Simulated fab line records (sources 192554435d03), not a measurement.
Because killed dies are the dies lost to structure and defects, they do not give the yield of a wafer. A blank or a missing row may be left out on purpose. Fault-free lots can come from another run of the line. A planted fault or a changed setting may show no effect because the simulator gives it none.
Matching of chambers / flow n5Finfet / rieSi-05 running N5_FIN_CUT_CUT_ETCH_15: 4 sister chambers
The step etches Si in HBr/Cl2/O2, target depth 100 nm, bt time 10 s, time 42.4 s. 16 wafers are shown with their chamber, then 8 later ones without.

## WAFERS WITH THEIR CHAMBER
wafer=L075.3; chamber=2; throttleValvePct (%)=37.03; drypumpMotorCurrentA (A)=5.5; oesProductAu (a.u.)=0.998
wafer=L075.5; chamber=2; throttleValvePct (%)=37.03; drypumpMotorCurrentA (A)=5.5; oesProductAu (a.u.)=1.000
wafer=L075.6; chamber=1; throttleValvePct (%)=37.08; drypumpMotorCurrentA (A)=5.3; oesProductAu (a.u.)=1.035
wafer=L079.1; chamber=2; throttleValvePct (%)=37.03; drypumpMotorCurrentA (A)=5.5; oesProductAu (a.u.)=0.999
wafer=L079.2; chamber=1; throttleValvePct (%)=37.07; drypumpMotorCurrentA (A)=5.3; oesProductAu (a.u.)=1.027
wafer=L079.3; chamber=3; throttleValvePct (%)=37.11; drypumpMotorCurrentA (A)=5.7; oesProductAu (a.u.)=0.985
wafer=L079.4; chamber=0; throttleValvePct (%)=37.29; drypumpMotorCurrentA (A)=5.9; oesProductAu (a.u.)=1.000
wafer=L079.5; chamber=1; throttleValvePct (%)=37.07; drypumpMotorCurrentA (A)=5.3; oesProductAu (a.u.)=1.031
wafer=L079.6; chamber=2; throttleValvePct (%)=37.02; drypumpMotorCurrentA (A)=5.5; oesProductAu (a.u.)=1.008
wafer=L080.1; chamber=2; throttleValvePct (%)=37.04; drypumpMotorCurrentA (A)=5.5; oesProductAu (a.u.)=0.993
wafer=L080.2; chamber=3; throttleValvePct (%)=37.10; drypumpMotorCurrentA (A)=5.6; oesProductAu (a.u.)=0.987
wafer=L080.6; chamber=2; throttleValvePct (%)=37.03; drypumpMotorCurrentA (A)=5.5; oesProductAu (a.u.)=0.994
wafer=L083.1; chamber=0; throttleValvePct (%)=37.29; drypumpMotorCurrentA (A)=6.0; oesProductAu (a.u.)=1.001
wafer=L083.3; chamber=3; throttleValvePct (%)=37.11; drypumpMotorCurrentA (A)=5.6; oesProductAu (a.u.)=0.991
wafer=L083.5; chamber=0; throttleValvePct (%)=37.28; drypumpMotorCurrentA (A)=6.0; oesProductAu (a.u.)=0.994
wafer=L084.1; chamber=0; throttleValvePct (%)=37.27; drypumpMotorCurrentA (A)=5.9; oesProductAu (a.u.)=0.996

SIGNATURES (averages over the wafers above)
reading=throttleValvePct; chamber 0=37.2825; chamber 1=37.0733; chamber 2=37.0300; chamber 3=37.1067; scatter within a chamber=0.00712
reading=drypumpMotorCurrentA; chamber 0=5.950; chamber 1=5.300; chamber 2=5.500; chamber 3=5.633; scatter within a chamber=0.0373
reading=oesProductAu; chamber 0=0.99775; chamber 1=1.03100; chamber 2=0.99867; chamber 3=0.98767; scatter within a chamber=0.00435
Rule: a wafer lies at a distance from a chamber equal to the root of the sum of squares, over the readings, of (its reading less the chamber's mean, divided by the reading's scatter). The wafer belongs to the nearest chamber; if the next one is less than 2 further off, it can't be placed. How the scatter is found: for the shown wafers, subtract from each reading the mean of its chamber, square and add these, divide the total by (wafers less chambers), then take the root.

## WAFERS WITHOUT THEIR CHAMBER
wafer=L084.3; throttleValvePct (%)=37.08; drypumpMotorCurrentA (A)=5.3; oesProductAu (a.u.)=1.033
wafer=L084.5; throttleValvePct (%)=37.27; drypumpMotorCurrentA (A)=6.0; oesProductAu (a.u.)=0.998
wafer=L092.1; throttleValvePct (%)=37.10; drypumpMotorCurrentA (A)=5.6; oesProductAu (a.u.)=0.989
wafer=L092.4; throttleValvePct (%)=37.31; drypumpMotorCurrentA (A)=6.0; oesProductAu (a.u.)=0.999
wafer=L092.5; throttleValvePct (%)=37.11; drypumpMotorCurrentA (A)=5.7; oesProductAu (a.u.)=0.980
wafer=L096.1; throttleValvePct (%)=37.12; drypumpMotorCurrentA (A)=5.6; oesProductAu (a.u.)=0.986
wafer=L096.2; throttleValvePct (%)=37.03; drypumpMotorCurrentA (A)=5.5; oesProductAu (a.u.)=1.007
wafer=L096.6; throttleValvePct (%)=37.26; drypumpMotorCurrentA (A)=6.0; oesProductAu (a.u.)=0.997

## THE CHAMBER EACH PASSED THROUGH
wafer=L084.3; from the rows above=1; in truth=1
wafer=L084.5; from the rows above=0; in truth=0
wafer=L092.1; from the rows above=3; in truth=3
wafer=L092.4; from the rows above=0; in truth=0
wafer=L092.5; from the rows above=3; in truth=3
wafer=L096.1; from the rows above=3; in truth=3
wafer=L096.2; from the rows above=2; in truth=2
wafer=L096.6; from the rows above=0; in truth=0
Correct placement for 8 of the 8. Left unplaced by these rows: 0. Number placed wrongly: 0.
